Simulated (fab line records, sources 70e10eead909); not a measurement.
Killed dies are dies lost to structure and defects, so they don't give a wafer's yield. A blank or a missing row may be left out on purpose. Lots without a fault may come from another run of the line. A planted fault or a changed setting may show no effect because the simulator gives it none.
fab line records | flow nand_harc
record lots=5 wafers=15 last_day=25
route steps=1159 shown P_STI@107 P_GATE@110 END@1159
lots that met no fault: from a run of the same line without faults
start_h: hours from the record's first day to the start of the lot's first wafer shown | wait_h: hours since the lot's step before | " the same as in the row above | L1.1+2: a row that stands for several wafers | - no value, or no start given | * or withheld: withheld | < > ~ a bound
route shown NAME@n: a module of which the file shows steps, and the number in the route of the first | usual: mean/standard deviation of fault-free wafers | same: alike in all rows | chamber/n: place in a boat | sites: the reading at each site | _std_site: their standard deviation | _edge_site: outer sites' mean less inner sites' | radius_mm: how far each site lies from the wafer's centre | mask NAME#n: copy n | behind: the tool/chamber that last shaped the wafer | hold: why the lot was held/for how many hours/how that ended | device: the transistor (n, p or np) that didn't switch | end of line: the same wafers' tests at the end of the route | a step without rows: its recipe alone | killed: dies lost to structure and defects at the first sort, not the wafer's yield | map: a wafer's dies, x killed, . not, _ none there
set.NAME: the setting as run; set.NAME@STEP: as run at that earlier step | model.NAME: the simulator's own value behind a step, which no gauge read
lots at some steps of the route; a table a step, a row a wafer
services: from which hour (start_h, from the record's first day; less than 0 if before it) a tool's chamber was out of use, for how many hours, and why
## steps
# step NHARC_P_STI_SRD_39
# step NHARC_P_STI_OXIDE_40
# recipe target_thk_a=100 temp_c=900 ox_time_s=1362 material=SiO2
# step NHARC_P_STI_INSPECT_25
# usual raw_defect_count=209/66
# columns lot.wafer tool chamber start_h wait_h raw_defect_count
L717.1 defect_inspect-01 - 72.59 0.4 127
L717.2 " - " " 173
L717.5 " - " " 116
L718.3 defect_inspect-01 - 80.58 0.4 249
L718.5 " - " " 515
L718.6 " - " " 250
L726.1 defect_inspect-01 - 119.23 0.4 161
L726.4 " - " " 258
L726.6 " - " " 227
L725.1 defect_inspect-02 - 119.25 0.4 238
L725.2 " - " " 237
L725.3 " - " " 393
L736.1 defect_inspect-01 - 187.67 0.4 339
L736.2 " - " " 261
L736.6 " - " " 268
# step NHARC_P_GATE_ETCH_69
# recipe target_depth_a=140 chemistry=dHF material=SiO2
# step NHARC_P_GATE_PRECLEAN_70
# recipe time_s=* temp_c=50 bath_age_min=0 chemistry=SC1
# step NHARC_P_GATE_SRD_01
# step NHARC_P_GATE_OXIDE_02
# recipe target_thk_a=375 temp_c=950 p_h2o_torr=720 ox_time_s=365 material=SiO2
# step NHARC_P_GATE_DEHYDRATE_03
# recipe temp_c=150 time_s=120
# step NHARC_P_GATE_HMDS_04
# recipe time_s=30
# step NHARC_P_GATE_COAT_05
# recipe spin_rpm=4690
# step NHARC_P_GATE_SOFTBAKE_06
# recipe temp_c=122 time_s=95
# step NHARC_P_GATE_EBR_07
# step NHARC_P_GATE_EXPOSE_08
# recipe na=0.6 dose_mj=16.75 mask_id=P_HV
# usual exposure_dose_mJ_cm2=16.745/0.019
# columns lot.wafer tool chamber start_h wait_h mask exposure_dose_mJ_cm2
L717.1 krf_scanner-01 0 80.35 - P_HV#0 16.701
L717.2 " 0 " " P_HV#0 16.759
L717.5 " 0 " " P_HV#0 16.765
L718.3 krf_scanner-03 0 88.54 - P_HV#0 16.742
L718.5 " 0 " " P_HV#0 16.733
L718.6 " 0 " " P_HV#0 16.741
L726.1 krf_scanner-01 0 130.05 - P_HV#0 16.756
L726.4 " 0 " " P_HV#0 16.751
L726.6 " 0 " " P_HV#0 16.771
L725.1 krf_scanner-01 0 130.09 - P_HVPW#0 16.719
L725.2 " 0 " " P_HVPW#0 16.744
L725.3 " 0 " " P_HVPW#0 16.716
L736.1 krf_scanner-01 0 195.56 - P_HV#0 16.774
L736.2 " 0 " " P_HV#0 16.755
L736.6 " 0 " " P_HV#0 16.742
# step NHARC_P_GATE_PEB_09
# recipe peb_temp_c=118 peb_time_s=85
# step NHARC_P_GATE_DEVELOP_10
# recipe time_s=70
# step NHARC_P_GATE_CD_MEAS_11
# recipe target_cd_nm=1640 landing_energy_ev=500
# usual cd_nm=1640.7/1.6
# columns lot.wafer tool chamber start_h wait_h cd_nm
L717.1 cd_sem-02 0 80.52 - 1639.1
L717.2 " 0 " " 1639.0
L717.5 " 0 " " 1639.9
L718.3 cd_sem-03 0 88.69 - 1641.6
L718.5 " 0 " " 1641.9
L718.6 " 0 " " 1642.2
L726.1 cd_sem-03 0 130.21 - 1642.2
L726.4 " 0 " " 1641.8
L726.6 " 0 " " 1641.0
L725.1 cd_sem-02 0 130.24 - -
L725.2 " 0 " " -
L725.3 " 0 " " -
L736.1 cd_sem-01 0 195.72 - 1640.9
L736.2 " 0 " " 1640.0
L736.6 " 0 " " 1640.2
# step NHARC_P_GATE_HARDBAKE_12
# recipe temp_c=125 time_s=80
# step NHARC_END_SORT_01
# recipe temp_c=25
# usual killed_at_array=28/9.1 killed_at_other=0.6/0.87 killed_at_periphery=3.4/2.7 killed_dies=32/9 killed_open=3.2/1.9 killed_short=2.0/1.3
# same gross_dies=677
# columns lot.wafer tool chamber start_h wait_h killed_at_array killed_at_other killed_at_periphery killed_dies killed_open killed_short
L717.1 prober-01 0 439.72 2.5 9 2 6 17 3 1
L717.2 prober-01 0 440.51 2.8 18 3 2 23 1 3
L717.5 prober-01 0 442.90 3.7 12 3 2 17 5 1
L725.1 prober-02 0 502.02 2.5 25 0 652 677 2 0
L725.2 prober-02 0 502.83 2.8 32 0 645 677 8 0
L725.3 prober-02 0 503.64 3.1 22 0 655 677 2 2
L726.1 prober-02 0 533.32 2.5 26 0 4 30 4 3
L726.4 prober-02 0 535.69 3.4 33 1 6 40 5 1
L726.6 prober-02 0 537.28 4.0 36 1 3 40 7 2
L736.1 prober-02 0 595.77 2.5 24 0 2 26 4 1
L736.2 prober-02 0 596.57 2.8 23 0 5 28 5 2
L736.6 prober-02 0 599.77 4.0 22 0 3 25 3 2
# killed by level:class
L717.1 P_ZERO_WELL:chamber_film_flake=4 A_CHANNEL_HOLE_D1:chamber_film_flake=3 A_STAIRCASE:chamber_film_flake=3 THIN_TSV:chamber_film_flake=2 P_GATE:geometric_particle:open=1 P_M1:geometric_particle:open=1 A_ONON_D1:geometric_particle:open=1 A_M1:geometric_particle:short=1
L717.2 A_CHANNEL_HOLE_D1:chamber_film_flake=10 THIN_TSV:chamber_film_flake=3 A_ZERO_WELL:chamber_film_flake=2 P_M0:geometric_particle:short=1 A_ONON_D1:geometric_particle:open=1 A_ONON_D1:geometric_particle:short=1 A_SGD_CUT:geometric_particle:short=1 P_ZERO_WELL:chamber_film_flake=1
L717.5 A_CHANNEL_HOLE_D1:chamber_film_flake=4 THIN_TSV:chamber_film_flake=3 A_ONON_D1:geometric_particle:open=2 A_CONTACT:geometric_particle:open=2 P_GATE:geometric_particle:short=1 P_CONTACT:geometric_particle:open=1 A_ZERO_WELL:chamber_film_flake=1 A_STAIRCASE:chamber_film_flake=1
L725.1 P_GATE:area_expose=652 A_STAIRCASE:chamber_film_flake=10 A_CHANNEL_HOLE_D1:chamber_film_flake=7 A_CONTACT:chamber_film_flake=6 A_ONON_D1:geometric_particle:open=1 A_SGD_CUT:geometric_particle:open=1
L725.2 P_GATE:area_expose=645 A_CHANNEL_HOLE_D1:chamber_film_flake=9 A_STAIRCASE:chamber_film_flake=8 A_CONTACT:chamber_film_flake=4 A_M0:geometric_particle:open=3 A_SLIT:chamber_film_flake=3 A_BLC:geometric_particle:open=2 A_ONON_D1:geometric_particle:open=1
L725.3 P_GATE:area_expose=654 A_CHANNEL_HOLE_D1:chamber_film_flake=8 A_STAIRCASE:chamber_film_flake=7 A_CONTACT:chamber_film_flake=3 P_M1:geometric_particle:short=1 A_ONON_D1:geometric_particle:open=1 A_CONTACT:geometric_particle:open=1 A_M0:geometric_particle:short=1
L726.1 A_SLIT:chamber_film_flake=12 A_CHANNEL_HOLE_D1:chamber_film_flake=6 A_STAIRCASE:chamber_film_flake=2 P_M0:geometric_particle:short=1 P_M1:geometric_particle:open=1 A_CHANNEL_FILL_D1:geometric_particle:short=1 A_SLIT:geometric_particle:short=1 A_CONTACT:geometric_particle:open=1
L726.4 A_SLIT:chamber_film_flake=22 A_CHANNEL_HOLE_D1:chamber_film_flake=3 P_M0:geometric_particle:open=2 A_CHANNEL_FILL_D1:chamber_film_flake=2 P_ZERO_WELL:chamber_film_flake=2 A_CHANNEL_HOLE_D1:geometric_particle:open=1 A_CHANNEL_FILL_D1:geometric_particle:open=1 A_SGD_CUT:geometric_particle:short=1
L726.6 A_SLIT:chamber_film_flake=21 A_CHANNEL_HOLE_D1:chamber_film_flake=4 P_CONTACT:geometric_particle:open=2 A_CONTACT:geometric_particle:open=2 A_STAIRCASE:chamber_film_flake=2 A_CONTACT:chamber_film_flake=2 P_M1:geometric_particle:open=1 A_CHANNEL_FILL_D1:geometric_particle:open=1
L736.1 A_CHANNEL_HOLE_D1:chamber_film_flake=11 A_STAIRCASE:chamber_film_flake=4 A_ONON_D1:geometric_particle:open=2 A_CHANNEL_FILL_D1:chamber_film_flake=2 A_CONTACT:chamber_film_flake=2 P_M0:geometric_particle:open=1 P_M1:geometric_particle:open=1 A_ONON_D1:geometric_particle:short=1
L736.2 A_CHANNEL_HOLE_D1:chamber_film_flake=13 A_CHANNEL_FILL_D1:chamber_film_flake=3 A_STAIRCASE:chamber_film_flake=3 P_CONTACT:geometric_particle:open=1 P_M0:geometric_particle:open=1 P_M1:geometric_particle:open=1 P_M1:geometric_particle:short=1 A_WL_FILL:geometric_particle:short=1
L736.6 A_CHANNEL_HOLE_D1:chamber_film_flake=7 A_CONTACT:chamber_film_flake=7 A_M1:geometric_particle:short=2 A_CHANNEL_FILL_D1:chamber_film_flake=2 A_WL_FILL:chamber_film_flake=2 P_CONTACT:geometric_particle:open=1 A_SGD_CUT:geometric_particle:open=1 A_CONTACT:geometric_particle:open=1
# map L725.1 (x killed, . not)
____________x____________
_________xxxxxxx_________
_______xxxxxxxxxxx_______
______xxxxxxxxxxxxx______
_____xxxxxxxxxxxxxxx_____
____xxxxxxxxxxxxxxxxx____
____xxxxxxxxxxxxxxxxx____
___xxxxxxxxxxxxxxxxxxx___
___xxxxxxxxxxxxxxxxxxx___
__xxxxxxxxxxxxxxxxxxxxx__
__xxxxxxxxxxxxxxxxxxxxx__
_xxxxxxxxxxxxxxxxxxxxxxx_
_xxxxxxxxxxxxxxxxxxxxxxx_
_xxxxxxxxxxxxxxxxxxxxxxx_
_xxxxxxxxxxxxxxxxxxxxxxx_
_xxxxxxxxxxxxxxxxxxxxxxx_
xxxxxxxxxxxxxxxxxxxxxxxxx
xxxxxxxxxxxxxxxxxxxxxxxxx
xxxxxxxxxxxxxxxxxxxxxxxxx
xxxxxxxxxxxxxxxxxxxxxxxxx
xxxxxxxxxxxxxxxxxxxxxxxxx
_xxxxxxxxxxxxxxxxxxxxxxx_
_xxxxxxxxxxxxxxxxxxxxxxx_
_xxxxxxxxxxxxxxxxxxxxxxx_
_xxxxxxxxxxxxxxxxxxxxxxx_
_xxxxxxxxxxxxxxxxxxxxxxx_
__xxxxxxxxxxxxxxxxxxxxx__
__xxxxxxxxxxxxxxxxxxxxx__
___xxxxxxxxxxxxxxxxxxx___
___xxxxxxxxxxxxxxxxxxx___
____xxxxxxxxxxxxxxxxx____
____xxxxxxxxxxxxxxxxx____
_____xxxxxxxxxxxxxxx_____
______xxxxxxxxxxxxx______
_______xxxxxxxxxxx_______
_________xxxxxxx_________
____________x____________
# map L717.2 (x killed, . not)
____________x____________
_________xxx.x.._________
_______...x....x.._______
______.x....x......______
_____....x.........._____
____.....x...........____
____.................____
___...................___
___...................___
__.x....x..............__
__.....................__
_......................._
_.....x................._
_......................._
_......................._
_......................._
............x............
.........................
...................x.....
.........................
.........................
_....................x.._
_......................._
_......................._
_......................._
_...x..................x_
__.....................__
__.....................__
___.................x.___
___...............x...___
____.................____
____.................____
_____........xx....._____
______.............______
_______..........._______
_________......._________
____________.____________
## services
# columns tool chamber start_h hours kind
krf_scanner-01 - 84.00 4.0 pm
krf_scanner-03 - 87.61 0.6 repair
krf_scanner-03 0 118.41 - calibration
krf_scanner-03 - 155.53 6.3 repair
krf_scanner-03 - 168.00 4.0 pm
## key
first_sign step=NHARC_P_GATE_EXPOSE_08 reading=mask direction=changed
effect step=NHARC_P_GATE_CD_MEAS_11 reading=cd_nm direction=missing
effect step=NHARC_END_SORT_01 reading=killed_at_periphery direction=up sigmas=99+ usual=3.4 struck=650.7
more_kills_born_at NHARC_P_GATE_EXPOSE_08@krf_scanner-01=1951
met_at NHARC_P_GATE_EXPOSE_08
struck_wafers L725.1,L725.2,L725.3
later_rows_left_out L725.1,L725.2,L725.3
tester_left_out L725
onset_between 130.05 130.09
fault kind=wrong_mask tool=any chamber=- onset_h=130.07 steps=NHARC_P_GATE_EXPOSE_08 aux_copy=P_HVPW#0 scope=struck_lots_only
# tester_left_out: of these lots the tester's yield and bins aren't shown, on N5 and GAA mostly nor the transistor test; their killed dies are dies lost to structure and defects alone, not to doping, threshold or leakage, so they don't give the yield
# later_rows_left_out: the simulator's readings of these wafers behind a module that went badly wrong aren't trusted and aren't shown, but for the sort
